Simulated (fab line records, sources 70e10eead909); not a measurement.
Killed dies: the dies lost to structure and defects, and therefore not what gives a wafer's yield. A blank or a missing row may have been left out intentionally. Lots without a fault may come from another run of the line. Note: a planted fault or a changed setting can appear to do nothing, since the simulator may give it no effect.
Struck lot and sound lot, side by side | flow nandHarc | 15 steps out of a route of 1302
Sound: the wafers L879.3, L879.5, L879.6. Wafers L884.1, L884.2, L884.3 were the ones struck. At the end, the cause is stated.
For every step that has rows: the tool of each side, followed by ch and its chambers, followed by its first start. Under that, the readings that differ: sound wafers | struck wafers | difference of the means | sigmas: that difference in standard deviations of wafers without a fault.
alike: a reading whose means differ by less than 2 such deviations, as well as words and numbers matching on both sides. not compared: withheld readings; readings where some wafer has no value; bounds like >300 that might hide an equal value; numbers whose values overlap and for which the record gives no deviation.
Wherever a step has rows on one side only, a row that says differs or no value, or a row with sigmas, the two part there. When numbers do not overlap yet have no deviation, they are printed without sigmas and do not part them. A reading missing from all wafers of one side parts the sides only when that side holds two or more wafers.

first, 6 steps without rows for these wafers: NHARC_A_DECK1_JOINT_ETCH_18 (etches SiO2 in dHF, target depth 3 nm); NHARC_A_DECK1_JOINT_WET_08 (chemistry H3PO4, time 86 s); NHARC_A_DECK1_JOINT_ETCH_09 (etches SiO2 in dHF, target depth 5 nm); NHARC_A_DECK1_JOINT_WET_10 (chemistry H3PO4, time 86 s); NHARC_A_DECK1_JOINT_ETCH_11 (etches SiO2 in dHF, target depth 35 nm); NHARC_A_DECK1_JOINT_CVD_12 (deposits poly-Si, target thk 90 nm, time 1800 s).
NHARC_A_DECK1_JOINT_CMP_13: polishes, target thk 51.023 nm.
  sound on cmp-01 ch 0,2,3, day 12 12:28; struck on cmp-03 ch 0,1,3, day 14 22:15
  alike: motorCurrentA, timeToEndpointS
NHARC_A_DECK1_JOINT_THK_MEAS_14: measures by ellipsometry.
  sound: filmMetro-02 at day 12 12:39; struck: filmMetro-02 at day 14 22:30
  alike: thkNm
then, 1 step without rows for these wafers: NHARC_A_DECK1_JOINT_SRD_04.
NHARC_A_DECK1_JOINT_ETCHBACK_00: etches the open film in HBr, target depth 30 nm, time 17.4 s.
  sound on rieSi-03 ch 0,3, day 12 12:47; struck on rieSi-06 ch 0,1,2, day 14 22:38
  alike: drypumpMotorCurrentA, oesProductAu, rfFwdPowerW, throttleValvePct
  not compared: rfHoursCounterH
then, 2 steps without rows for these wafers: NHARC_A_DECK1_JOINT_PRECLEAN_30 (cleans in SC1); NHARC_A_DECK1_JOINT_SRD_31.
NHARC_A_DECK1_JOINT_CVD_34: deposits SiNx, target thk 20 nm.
  sound on lpcvd-01 ch 1, day 12 16:10; struck on lpcvd-01 ch 0, day 15 02:01
  no value came back on the struck wafers for pressureMtorr (mTorr), spikeTcBottomC (C), spikeTcUpperC (C), zonePowerTopPct (%); on the sound wafers pressureMtorr (mTorr) reads 299.7 299.6 299.7
then, 1 step without rows for these wafers: NHARC_A_DECK1_JOINT_DEP_06 (deposits SiOx, target thk 80 nm).
-- break in the record here, with 13 days between the starts of the struck wafers on either side (left off in module A_DECK1_JOINT, picked up again in module END, where the first step shown is number 1302 on the route) --
NHARC_END_SORT_01:
  here the record holds rows for the struck wafers (prober-01 ch 0, day 28 06:29) but none for the sound ones

== WHERE THEY PART ==
Last at NHARC_END_SORT_01 as far as this record goes, first at NHARC_A_DECK1_JOINT_CVD_34.

WHY: whatever the simulator had introduced
Entire step skipped (lpcvd-01, NHARC_A_DECK1_JOINT_CVD_34), from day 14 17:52 onward. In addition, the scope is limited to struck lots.
